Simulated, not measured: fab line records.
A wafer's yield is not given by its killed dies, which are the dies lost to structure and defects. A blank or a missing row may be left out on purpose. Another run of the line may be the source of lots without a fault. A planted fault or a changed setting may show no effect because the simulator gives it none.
fab line records	flow n5-finfet
record: lots: 9	wafers: 27	last-day: 18
route steps=1938 shown PMOS_HMC_CHANNEL_EPI@67 FIN_SAQP@95 BEOL_M4@1111 PASSIVATION@1936
lots that met no fault: from a run of the same line without faults
start-h: start of the lot's first displayed wafer, in hours after the record's first day	wait-h: how many hours have passed since the lot's step before this one	" as in the row above	L1.1+2: a row that stands for several wafers	- either no value or no given start	* or withheld: withheld	< > ~ a bound
route shown NAME@n: a module of which the file shows steps, and the number in the route of the first	usual: mean/standard deviation taken from wafers without a fault	same: alike in all rows	chamber/n: place in a boat	sites: per-site readings	_std_site: their standard deviation	_edge_site: inner sites' mean taken away from outer sites' mean	radius-mm: for every site, how far away it sits from the centre of the wafer	mask NAME#n: copy n	behind: tool/chamber where the wafer was last shaped	hold: cause of the lot's hold/its duration in hours/its outcome	device: which transistor (n, p or np) failed to switch	end of line: the route-end tests of the same wafers	for a step that has no rows: nothing shown but its recipe	killed: dies lost to structure and defects at the first sort, not the wafer's yield	map: the dies of a wafer, with x for killed, . for not killed, _ for no die there
set.NAME: the setting the step ran with; set.NAME@STEP: the setting that earlier step ran with	model.NAME: the simulator's own value behind a step, which no gauge read
the route's steps for a sample of lots (tables are steps, rows are wafers)
services: when a tool's chamber went out of use (start-h, in hours from the record's first day, below 0 if earlier), for how many hours, and the reason
== steps ==
step: N5_PMOS_HMC_CHANNEL_EPI_INSPECT_11
recipe: mode: adi	inspect-instrument: macro
usual: raw-defect-count: 2.0/1.4
lot.wafer	tool	chamber	start-h	wait-h	raw-defect-count
L920.2	defect-inspect-01	-	17.56	0.0	0
L920.3	"	-	"	"	3
L920.4	"	-	"	"	1
L922.2	defect-inspect-02	-	29.54	0.0	2
L922.3	"	-	"	"	5
L922.5	"	-	"	"	1
L924.1	defect-inspect-02	-	41.92	0.0	2
L924.3	"	-	"	"	4
L924.4	"	-	"	"	1
L925.2	defect-inspect-02	-	47.90	0.0	3
L925.5	"	-	"	"	3
L925.6	"	-	"	"	1
L934.2	defect-inspect-02	-	101.51	0.0	3
L934.3	"	-	"	"	4
L934.5	"	-	"	"	2
L938.2	defect-inspect-02	-	125.40	0.0	0
L938.5	"	-	"	"	3
L938.6	"	-	"	"	1
L940.1	defect-inspect-02	-	137.29	0.0	1
L940.2	"	-	"	"	3
L940.3	"	-	"	"	4
L941.2	defect-inspect-02	-	143.43	0.0	2
L941.3	"	-	"	"	1
L941.6	"	-	"	"	3
L943.1	defect-inspect-01	-	155.63	0.0	2
L943.3	"	-	"	"	0
L943.6	"	-	"	"	0
step: N5_PMOS_HMC_CHANNEL_EPI_FIN_RECESS_16
recipe: chemistry: HBr/Cl2	target: Si	mask-material: SiO2	target-depth-a: 540	time-s: 18	pressure-mtorr: 10	icp-w: 800	bias-w: 75	HBr_flow_sccm: 150	Cl2_flow_sccm: 80
usual: HBr_flow_sccm: 150.0/0.44	bias-w: 74.98/0.24	drypump-motor-current-A: 5.84/0.27	oes-product-au: 1.000/0.016	throttle-valve-pct: 35.5/0.33
lot.wafer	tool	chamber	start-h	wait-h	HBr_flow_sccm	bias-w	drypump-motor-current-A	oes-product-au	rf-hours-counter-h	throttle-valve-pct
L920.2	rie-si-05	3	18.05	0.0	149.8	74.52	5.77	1.007	86	35.4
L920.3	"	2	"	"	150.5	75.01	5.70	1.008	144	35.7
L920.4	"	1	"	"	150.1	74.99	5.66	0.978	135	35.9
L922.2	rie-si-03	0	30.03	0.0	149.9	74.86	5.87	0.980	86	35.1
L922.3	"	1	"	"	149.3	74.97	5.89	0.999	171	35.7
L922.5	"	1	"	"	149.4	74.80	5.87	0.986	-	35.7
L924.1	rie-si-05	2	42.41	0.0	150.5	74.34	5.67	0.997	144	35.8
L924.3	"	3	"	"	149.8	75.23	5.76	1.016	87	35.4
L924.4	"	1	"	"	150.0	74.87	5.70	0.975	135	35.9
L925.2	rie-si-05	3	48.39	0.0	150.0	75.26	5.77	1.011	87	35.4
L925.5	"	2	"	"	150.3	74.99	5.69	1.007	-	35.7
L925.6	"	1	"	"	149.7	74.56	5.67	0.984	-	35.9
L934.2	rie-si-04	2	102.15	0.0	150.2	74.92	5.23	1.004	190	35.5
L934.3	"	3	"	"	149.4	74.92	5.95	0.997	170	36.0
L934.5	"	0	"	"	149.9	75.04	5.77	0.983	-	36.1
L938.2	rie-si-03	3	126.26	0.0	149.1	75.61	5.73	1.020	82	35.0
L938.5	"	0	"	"	149.5	75.54	5.86	0.983	-	35.1
L938.6	"	3	"	"	149.7	75.46	5.74	1.015	-	35.0
L940.1	rie-si-03	2	137.78	0.0	150.0	74.70	6.26	0.990	67	35.2
L940.2	"	1	"	"	149.6	75.00	5.88	0.988	173	35.7
L940.3	"	0	"	"	149.9	74.80	5.83	0.984	88	35.1
L941.2	rie-si-05	1	144.27	0.0	150.3	74.85	5.69	0.973	137	35.9
L941.3	"	0	"	"	149.7	75.16	6.04	1.044	7	35.3
L941.6	"	2	"	"	150.3	75.23	5.66	1.011	-	35.8
L943.1	rie-si-05	3	156.38	0.0	149.7	74.87	5.78	1.007	88	35.4
L943.3	"	1	"	"	150.5	75.32	5.69	0.980	137	35.9
L943.6	"	0	"	"	150.2	74.98	6.03	1.041	-	35.4
step: N5_PMOS_HMC_CHANNEL_EPI_THK_MEAS_22
recipe: reads: SiGe30_of_PMOS_HMC_CHANNEL_EPI_EPI_20
usual: HMC_CMP_THK: 54.2/0.55
lot.wafer	tool	chamber	start-h	wait-h	HMC_CMP_THK[nm]
L920.2	film-metro-01	-	20.81	-	54.6
L920.3	"	-	"	"	54.0
L920.4	"	-	"	"	53.6
L922.2	film-metro-02	-	31.86	-	53.3
L922.3	"	-	"	"	54.0
L922.5	"	-	"	"	53.9
L924.1	film-metro-02	-	45.14	-	53.7
L924.3	"	-	"	"	55.1
L924.4	"	-	"	"	54.2
L925.2	film-metro-02	-	50.19	-	54.9
L925.5	"	-	"	"	54.2
L925.6	"	-	"	"	54.5
L934.2	film-metro-01	-	104.03	-	55.1
L934.3	"	-	"	"	58.8
L934.5	"	-	"	"	53.6
L938.2	film-metro-02	-	128.07	-	55.4
L938.5	"	-	"	"	53.9
L938.6	"	-	"	"	55.4
L940.1	film-metro-01	-	139.99	-	53.7
L940.2	"	-	"	"	54.0
L940.3	"	-	"	"	53.2
L941.2	film-metro-01	-	146.07	-	54.2
L941.3	"	-	"	"	53.8
L941.6	"	-	"	"	53.7
L943.1	film-metro-02	-	158.58	-	54.6
L943.3	"	-	"	"	54.5
L943.6	"	-	"	"	53.7
step: N5_FIN_SAQP_DENSIFY_62
recipe: temp-c: 700	time-s: 60	ambient: N2	idle-temp-c: 600	ramp-up-c-per-s: 150	ramp-down-c-per-s: 60	cool-to-c: 600
usual: lamp-power-pct: 9.85/0.052	wafer_temp_C_max: 703.2/0.61
lot.wafer	tool	chamber	start-h	wait-h	lamp-power-pct	wafer_temp_C_max
L920.2	rtp-anneal-01	0	21.64	0.1	9.95	703.6
L920.3	"	0	"	"	9.87	703.0
L920.4	"	0	"	"	9.87	703.8
L922.2	rtp-anneal-01	0	32.69	0.1	9.85	703.6
L922.3	"	0	"	"	9.80	703.3
L922.5	"	0	"	"	9.84	703.6
L924.1	rtp-anneal-02	0	46.18	0.1	9.88	702.9
L924.3	"	0	"	"	9.83	702.8
L924.4	"	0	"	"	9.83	703.4
L925.2	rtp-anneal-01	0	51.13	0.1	9.81	703.2
L925.5	"	0	"	"	9.91	702.8
L925.6	"	0	"	"	9.83	702.8
L934.2	rtp-anneal-01	0	106.28	0.1	9.90	703.2
L934.3	"	0	"	"	9.83	703.6
L934.5	"	0	"	"	9.85	702.4
L938.2	rtp-anneal-01	0	129.24	0.1	9.85	702.6
L938.5	"	0	"	"	9.86	703.6
L938.6	"	0	"	"	9.85	703.0
L940.1	rtp-anneal-02	0	140.85	0.2	9.86	703.2
L940.2	"	0	"	"	9.85	704.3
L940.3	"	0	"	"	9.86	702.9
L941.2	rtp-anneal-02	0	147.27	0.3	9.83	702.9
L941.3	"	0	"	"	9.86	704.0
L941.6	"	0	"	"	9.84	703.6
L943.1	rtp-anneal-02	0	160.81	0.1	9.90	702.6
L943.3	"	0	"	"	9.89	702.0
L943.6	"	0	"	"	9.86	703.9
step: N5_FIN_SAQP_HM_DEP_03
recipe: material: SiNx	target-thk-a: 380	temp-c: 400	precursor: SiH4/NH3/N2	pressure-torr: 1.5	rf-w: 300	time-s: 33.6
usual: heater-power-w: 757/130	showerhead-plenum-p-Torr: 5.13/0.06	showerhead-vpp-V: 1120/44	throttle-valve-pct: 40.5/2
lot.wafer	tool	chamber	start-h	wait-h	heater-power-w	showerhead-plenum-p-Torr	showerhead-vpp-V	throttle-valve-pct
L920.2	pecvd-04	2	21.83	0.2	801	5.11	1079	38.5
L920.3	"	0	"	"	878	5.21	1183	39.9
L920.4	"	0	"	"	895	5.20	1173	40.1
L922.2	pecvd-03	2	32.88	0.2	931	5.15	1075	38.3
L922.3	"	1	"	"	823	5.15	1161	41.3
L922.5	"	2	"	"	970	5.15	1064	38.3
L924.1	pecvd-03	1	46.40	0.2	891	5.17	1159	41.4
L924.3	"	2	"	"	1000	5.15	1083	38.3
L924.4	"	2	"	"	996	5.14	1065	38.2
L925.2	pecvd-02	1	51.32	0.2	762	5.11	1061	41.8
L925.5	"	2	"	"	582	4.99	1131	39.7
L925.6	"	0	"	"	667	5.17	1145	38.0
L934.2	pecvd-03	1	106.46	0.2	840	5.14	1156	41.5
L934.3	"	1	"	"	845	5.14	1161	41.3
L934.5	"	0	"	"	588	5.10	1065	44.2
L938.2	pecvd-02	2	129.43	0.2	573	5.00	1109	39.8
L938.5	"	0	"	"	642	5.15	1134	38.3
L938.6	"	2	"	"	574	5.00	1117	40.0
L940.1	pecvd-03	2	141.07	0.2	936	5.15	1071	38.3
L940.2	"	1	"	"	852	5.15	1158	41.6
L940.3	"	0	"	"	698	5.10	1073	44.4
L941.2	pecvd-04	2	147.45	0.2	811	5.12	1082	38.8
L941.3	"	1	"	"	598	5.19	1163	41.4
L941.6	"	2	"	"	803	5.11	1084	38.6
L943.1	pecvd-02	1	161.02	0.2	789	5.11	1065	41.9
L943.3	"	0	"	"	727	5.18	1128	38.4
L943.6	"	1	"	"	782	5.11	1066	41.6
step: N5_BEOL_M4_RC_MEAS_101
usual: CJ_P: 5.78/0.13	DIBL_N: 36.2/1.2	DIBL_P: 36.3/1.3	IOFF_N: 0.155/0.019	IOFF_P: 0.210/0.029	ION_N: 677/8.6	ION_P: 465/6.8	SS_N: 71.4/0.48	SS_P: 73.2/0.53	VT_N: 249.9/2.4	VT_P: -250/3.2
lot.wafer	tool	chamber	start-h	wait-h	CJ_P	DIBL_N[mV/V]	DIBL_P[mV/V]	IOFF_N[nA/um]	IOFF_P[nA/um]	ION_N[uA/um]	ION_P[uA/um]	SS_N[mV/dec]	SS_P[mV/dec]	VT_N[mV]	VT_P[mV]
L920.2	prober-02	0	158.43	0.2	5.80	36.5	36.8	0.157	0.199	672	464	71.7	72.9	250.5	-252
L920.3	"	0	"	"	5.75	36.3	36.4	0.153	0.198	673	459	71.1	73.6	251.6	-250
L920.4	"	0	"	"	5.96	37.5	37.9	0.178	0.220	685	469	71.9	72.6	249.3	-250
L922.2	prober-02	0	164.57	0.2	5.94	35.9	36.3	0.161	0.233	680	471	71.5	73.6	247.7	-247
L922.3	"	0	"	"	5.81	35.5	36.4	0.155	0.227	690	476	70.4	72.9	246.8	-247
L922.5	"	0	"	"	5.81	35.7	36.2	0.155	0.229	681	472	70.8	73.7	246.7	-248
L924.1	prober-02	0	199.88	0.0	5.90	35.7	36.0	0.144	0.215	671	463	71.6	73.4	251.6	-249
L924.3	"	0	"	"	5.57	37.4	38.4	0.182	0.245	678	469	70.9	74.0	246.6	-247
L924.4	"	0	"	"	5.66	37.0	37.4	0.166	0.222	666	464	71.0	73.7	249.5	-248
L925.2	prober-02	0	206.36	0.2	5.66	37.6	37.0	0.164	0.198	679	458	71.6	73.7	248.7	-252
L925.5	"	0	"	"	5.81	37.2	36.6	0.149	0.181	673	457	71.4	74.1	252.1	-253
L925.6	"	0	"	"	5.79	36.1	35.7	0.144	0.183	674	465	71.0	73.3	251.6	-251
L934.2	prober-02	0	273.99	0.2	5.63	35.4	37.3	0.158	0.225	674	462	71.5	74.0	251.2	-249
L934.3	"	0	"	"	4.23	34.9	38.4	0.147	0.273	675	457	71.8	74.5	249.0	-248
L934.5	"	0	"	"	5.94	35.6	37.5	0.172	0.238	680	472	70.5	73.7	248.5	-246
L938.2	prober-02	0	282.73	0.2	5.62	36.5	37.6	0.155	0.216	672	464	70.9	73.4	250.2	-248
L938.5	"	0	"	"	5.84	35.7	36.6	0.142	0.194	676	464	71.5	73.3	251.9	-251
L938.6	"	0	"	"	5.67	36.0	37.3	0.145	0.219	676	463	71.8	73.5	251.1	-248
L940.1	prober-02	0	303.74	0.0	5.86	34.4	35.3	0.122	0.160	668	457	70.6	72.8	253.7	-255
L940.2	"	0	"	"	5.74	35.5	36.5	0.139	0.180	681	462	71.3	73.1	249.6	-254
L940.3	"	0	"	"	5.87	35.8	36.0	0.135	0.172	664	452	71.3	72.6	249.5	-251
L941.2	prober-02	0	308.16	0.2	5.67	37.6	36.5	0.155	0.207	665	457	71.7	72.6	250.2	-250
L941.3	"	0	"	"	5.87	37.3	37.1	0.156	0.218	680	465	71.6	72.3	250.3	-249
L941.6	"	0	"	"	5.88	37.2	36.3	0.147	0.203	671	467	71.3	73.1	250.7	-249
L943.1	prober-02	0	322.78	0.0	5.62	35.4	33.4	0.128	0.159	657	451	70.9	72.4	252.2	-254
L943.3	"	0	"	"	5.47	36.9	35.5	0.159	0.188	673	459	71.7	72.8	250.4	-251
L943.6	"	0	"	"	5.84	37.4	36.0	0.164	0.199	674	458	71.9	73.6	249.7	-252
step: N5_PASSIVATION_PROBE_49
usual: defect-limited-yield: 91.2/1.4	killed_at_M0_to_M3: 34/10	killed_at_M4_up: 13/5.1	killed-at-contacts: 12/6.5	killed-at-front-end: 41/11	killed-at-other: 4/3.3	killed-dies: 104/16	killed-open: 69/13	killed-short: 33/7	sort_bin_5_function: 5.1/0.91	sort_bin_6_memory: 3.3/0.69	sort-n-pass: 1076/16	sort-yield-pct: 91.2/1.4
same: gross-dies: 1180	killed-at-back-side: 0	sort_bin_4_leakage[%]: 0	sort_bin_8_speed[%]: 0
lot.wafer	tool	chamber	start-h	wait-h	defect-limited-yield[%]	killed_at_M0_to_M3	killed_at_M4_up	killed-at-contacts	killed-at-front-end	killed-at-other	killed-dies	killed-open	killed-short	sort_bin_5_function[%]	sort_bin_6_memory[%]	sort-n-pass	sort-yield-pct[%]
L925.2	prober-01	-	315.75	0.1	89.7	37	6	10	65	3	121	78	37	5.4	4.3	1059	89.7
L925.5	prober-01	-	315.90	0.2	91.0	38	11	13	38	6	106	60	35	5.1	3.0	1074	91.0
L925.6	prober-01	-	315.95	0.3	89.0	47	18	14	50	1	130	88	39	7.4	3.3	1050	89.0
L934.2	prober-02	-	370.94	0.1	92.9	27	7	14	33	3	84	46	35	4.7	2.1	1096	92.9
L934.3	prober-02	-	370.99	0.1	92.4	41	12	9	26	2	90	55	35	4.6	2.8	1090	92.4
L934.5	prober-02	-	371.09	0.2	90.7	32	12	14	48	4	110	61	49	5.4	3.6	1070	90.7
L941.2	prober-01	-	410.40	0.1	89.5	56	15	14	37	2	124	79	45	5.5	4.3	1056	89.5
L941.3	prober-01	-	410.45	0.1	90.9	45	6	8	47	1	107	83	24	5.3	3.5	1073	90.9
L941.6	prober-01	-	410.60	0.3	90.5	39	12	11	48	2	112	75	37	5.4	3.9	1068	90.5
L943.1	prober-01	-	428.39	0.7	88.1	43	17	18	57	5	140	88	47	6.5	4.7	1040	88.1
L943.3	prober-01	-	428.49	0.8	92.5	23	10	7	43	6	89	61	26	4.2	3.2	1091	92.5
L943.6	prober-01	-	428.64	1.0	90.8	33	13	11	48	4	109	81	26	5.3	3.6	1071	90.8
killed by level:class
L925.2 STI_FIN_REVEAL:geometric-particle:open=29 BEOL_M0_SAQP:geometric-particle:short=15 BEOL_M0_SAQP:geometric-particle:open=11 MOL_CONTACT_COAG:geometric-particle:open=8 FIN_SAQP:geometric-particle:short=7 DUMMY_GATE:geometric-particle:open=5 BEOL_M3:geometric-particle:open=5 FIN_SAQP:geometric-particle:open=4
L925.5 STI_FIN_REVEAL:geometric-particle:open=11 MOL_CONTACT_COAG:geometric-particle:open=11 BEOL_M3:geometric-particle:open=10 BEOL_M0_SAQP:geometric-particle:short=8 BEOL_M0_SAQP:geometric-particle:open=8 HKMG_FIN:area-etch=7 DUMMY_GATE:geometric-particle:open=5 BEOL_M1:geometric-particle:short=4
L925.6 STI_FIN_REVEAL:geometric-particle:open=19 BEOL_M0_SAQP:geometric-particle:open=15 MOL_CONTACT_COAG:geometric-particle:open=10 BEOL_M3:geometric-particle:open=10 BEOL_M0_SAQP:geometric-particle:short=7 BEOL_M1:geometric-particle:open=7 BEOL_M4:geometric-particle:open=7 FIN_SAQP:geometric-particle:short=6
L934.2 FIN_SAQP:geometric-particle:short=11 MOL_CONTACT_COAG:geometric-particle:open=10 BEOL_M0_SAQP:geometric-particle:short=8 BEOL_M0_SAQP:geometric-particle:open=6 BEOL_M3:geometric-particle:open=6 STI_FIN_REVEAL:geometric-particle:open=5 MOL_CONTACT_COAG:geometric-particle:short=4 BEOL_M4:geometric-particle:open=4
L934.3 BEOL_M0_SAQP:geometric-particle:open=11 BEOL_M3:geometric-particle:open=11 MOL_CONTACT_COAG:geometric-particle:open=6 BEOL_M0_SAQP:geometric-particle:short=6 FIN_SAQP:geometric-particle:short=5 BEOL_M2:geometric-particle:short=5 FIN_SAQP:geometric-particle:open=4 STI_FIN_REVEAL:geometric-particle:open=4
L934.5 FIN_SAQP:geometric-particle:short=17 MOL_CONTACT_COAG:geometric-particle:open=11 BEOL_M0_SAQP:geometric-particle:open=11 STI_FIN_REVEAL:geometric-particle:open=10 BEOL_M0_SAQP:geometric-particle:short=10 FIN_SAQP:geometric-particle:open=8 BEOL_M3:geometric-particle:open=7 GATE_CUT:geometric-particle:short=4
L941.2 BEOL_M0_SAQP:geometric-particle:open=15 FIN_SAQP:geometric-particle:short=14 MOL_CONTACT_COAG:geometric-particle:open=14 BEOL_M3:geometric-particle:open=13 BEOL_M0_SAQP:geometric-particle:short=12 FIN_SAQP:geometric-particle:open=10 BEOL_M4:geometric-particle:open=7 BEOL_M2:geometric-particle:open=6
L941.3 STI_FIN_REVEAL:geometric-particle:open=23 BEOL_M3:geometric-particle:open=16 BEOL_M0_SAQP:geometric-particle:open=12 MOL_CONTACT_COAG:geometric-particle:open=8 BEOL_M0_SAQP:geometric-particle:short=8 DUMMY_GATE:geometric-particle:open=6 STARTING-WAFER:geometric-particle:open=4 FIN_SAQP:geometric-particle:short=3
L941.6 STI_FIN_REVEAL:geometric-particle:open=17 FIN_SAQP:geometric-particle:short=11 MOL_CONTACT_COAG:geometric-particle:open=10 BEOL_M0_SAQP:geometric-particle:open=8 BEOL_M3:geometric-particle:open=7 BEOL_M0_SAQP:geometric-particle:short=6 BEOL_M2:geometric-particle:open=6 FIN_SAQP:geometric-particle:open=4
L943.1 FIN_SAQP:geometric-particle:short=16 MOL_CONTACT_COAG:geometric-particle:open=14 BEOL_M2:geometric-particle:open=14 FIN_SAQP:geometric-particle:open=10 STI_FIN_REVEAL:geometric-particle:open=8 GATE_CUT:geometric-particle:open=6 BEOL_M4:geometric-particle:open=6 BEOL_M0_SAQP:geometric-particle:open=5
L943.3 STI_FIN_REVEAL:geometric-particle:open=13 FIN_SAQP:geometric-particle:open=9 FIN_SAQP:geometric-particle:short=8 BEOL_M1:geometric-particle:open=8 MOL_CONTACT_COAG:geometric-particle:open=7 GATE_CUT:geometric-particle:short=6 BEOL_M3:geometric-particle:open=4 PASS1_CAP:geometric-particle:open=3
L943.6 FIN_SAQP:geometric-particle:open=11 MOL_CONTACT_COAG:geometric-particle:open=10 GATE_CUT:geometric-particle:open=8 BEOL_M0:geometric-particle:open=8 BEOL_M1:geometric-particle:open=8 DUMMY_GATE:geometric-particle:open=7 GATE_CUT:geometric-particle:short=7 BEOL_M4:geometric-particle:open=5
== services ==
tool	chamber	start-h	hours	kind
rie-si-03	-	0.61	0.1	repair
pecvd-02	0	3.50	16.5	scheduled-down
pecvd-03	-	6.66	1.3	repair
pecvd-02	1	10.68	6.4	repair
pecvd-04	2	11.37	2.1	scheduled-down
rie-si-03	1	52.42	2.1	repair
rie-si-04	1	94.80	-	clean
rie-si-04	1	94.80	22.4	scheduled-down
rie-si-04	1	94.80	22.4	vent-cycle
pecvd-03	2	103.70	5.5	scheduled-down
rie-si-03	-	106.36	0.2	repair
pecvd-04	0	106.70	2.1	scheduled-down
rie-si-05	-	108.66	0.3	repair
rie-si-05	3	108.97	2.1	repair
rie-si-05	-	111.27	14.6	pm
rie-si-04	0	143.64	3.5	repair
rtp-anneal-01	-	145.39	6.2	pm
pecvd-04	-	158.24	2.8	pm
== key ==
first-sign: step: N5_PMOS_HMC_CHANNEL_EPI_THK_MEAS_22	reading: HMC_CMP_THK	direction: up	sigmas: 8.4	usual: 54.2	struck: 58.8
effect: step: N5_BEOL_M4_RC_MEAS_101	reading: CJ_P	direction: down	sigmas: 12	usual: 5.78	struck: 4.23
met-at N5_PMOS_HMC_CHANNEL_EPI_FIN_RECESS_16
struck-lots L934
struck-wafers L934.3
not-acting-at N5_PMOS_HMC_CHANNEL_EPI_INSPECT_11,N5_FIN_SAQP_DENSIFY_62,N5_FIN_SAQP_HM_DEP_03
fault: kind: process-parameter-drift	tool: rie-si-04	chamber: 3	onset-h: 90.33	steps: N5_PMOS_HMC_CHANNEL_EPI_FIN_RECESS_16	channel: time-s	offset: *	shape: step	end-h: 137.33	acts-in: *	stated: *
